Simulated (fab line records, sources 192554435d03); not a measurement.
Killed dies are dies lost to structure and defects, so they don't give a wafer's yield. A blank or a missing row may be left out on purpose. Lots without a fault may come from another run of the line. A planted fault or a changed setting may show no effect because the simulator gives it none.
A struck lot beside a sound one | flow n5_finfet | 13 steps out of a route of 1938
Sound: wafers L567.1, L567.4, L567.6. Struck: wafer L563.6. (L563.4 of the same lot was not struck and is left out.) The cause comes at the end.
At each step with rows: each side's tool, then ch and its chambers, then its first start. Under that, the readings that differ: sound wafers | struck wafers | difference of the means | sigmas: that difference in standard deviations of wafers without a fault.
alike: readings whose means differ by less than 2 such deviations, and words and numbers that are the same on both sides. not compared: withheld readings, readings that some wafer has no value for, bounds like >300 that may hide the same value, and numbers for which the record gives no deviation and whose values overlap.
The two part at a step that has a row with sigmas, a row that says differs or no value, or rows on one side only. Numbers that don't overlap but have no deviation are shown without sigmas and don't part them. A reading that every wafer of one side lacks parts them only if that side has two wafers or more.

N5_SD_ACTIVATION_INSPECT_02: inspects for defects (darkfield).
  sound on defect_inspect-02, day 8 08:50; struck on defect_inspect-02, day 7 16:05
  alike: raw_defect_count
N5_ILD0_LINER_00: material SiNx, target thk 4 nm, pulse time 1 s, purge time 2 s.
  sound on ald_sin-02 ch 2,3, day 8 09:07; struck on ald_sin-01 ch 3, day 7 16:07
  alike: chamber_pressure_Torr, heater_power_w, precursor_pulse_height_rel
then, 2 steps without rows for these wafers: N5_ILD0_FCVD_FILL_01 (material SiO2 flowable, target thk 200 nm, time 328.3 s); N5_ILD0_CURE_02 (time 1800 s).
N5_ILD0_CMP_03: polishes, stops on SiNx, t overpolish 1.9 s, target thk 197.38 nm.
  sound on cmp-03 ch 0,1,3, day 8 11:38; struck on cmp-04 ch 2, day 7 18:35
  alike: motor_current_A, overpolish_run_s, time_to_endpoint_s
  not compared: pad_life_wafers
N5_ILD0_THK_MEAS_04:
  sound on film_metro-02, day 8 11:52; struck on film_metro-02, day 7 18:48
  reading     | sound             | struck | difference | sigmas
  thk_nm (nm) | 199.1 198.7 198.6 | 196.1  | -2.7       | -3
N5_ILD0_CMP_07: polishes SiO2 flowable, stops on poly-Si, t overpolish 1.18 s, target thk 138.88 nm.
  sound on cmp-03 ch 0,1,2, day 8 11:56; struck on cmp-03 ch 2, day 7 18:50
  alike: motor_current_A
  not compared: pad_life_wafers
N5_ILD0_THK_MEAS_08:
  sound on film_metro-02, day 8 12:11; struck on film_metro-01, day 7 19:07
  alike: thk_nm
then, 1 step without rows for these wafers: N5_ILD0_PRECLEAN_10 (cleans in NF3:NH3, afs cycles 5, time 20 s, sublimation time 60 s).
N5_ILD0_ALD_15: deposits SiNx, target thk 24 nm, pulse time 1 s, ald cycles 480.
  sound on ald_sin-02 ch 1,2, day 8 12:56; struck on ald_sin-02 ch 3, day 7 21:00
  alike: chamber_pressure_Torr, heater_power_w, precursor_pulse_height_rel
N5_ILD0_CMP_12: polishes SiNx, stops on poly-Si, t overpolish 6 s, target thk 17.67 nm.
  sound on cmp-03 ch 0,1,3, day 8 15:08; struck on cmp-04 ch 1, day 7 22:09
  reading                | sound          | struck | difference | sigmas
  time_to_endpoint_s (s) | 27.9 29.0 32.4 | 13.7   | -16.1      | -7
  alike: motor_current_A, overpolish_run_s
  not compared: pad_life_wafers
N5_ILD0_THK_MEAS_13:
  sound on film_metro-01, day 8 15:25; struck on film_metro-02, day 7 22:25
  reading     | sound          | struck | difference | sigmas
  thk_nm (nm) | 17.0 16.8 17.9 | 14.3   | -2.9       | -3
then, 1 step without rows for these wafers: N5_PASSIVATION_PROBE_49.

WHERE THEY PART
First at N5_ILD0_THK_MEAS_04; last, within this record, at N5_ILD0_THK_MEAS_13.

WHY: what the simulator had put in
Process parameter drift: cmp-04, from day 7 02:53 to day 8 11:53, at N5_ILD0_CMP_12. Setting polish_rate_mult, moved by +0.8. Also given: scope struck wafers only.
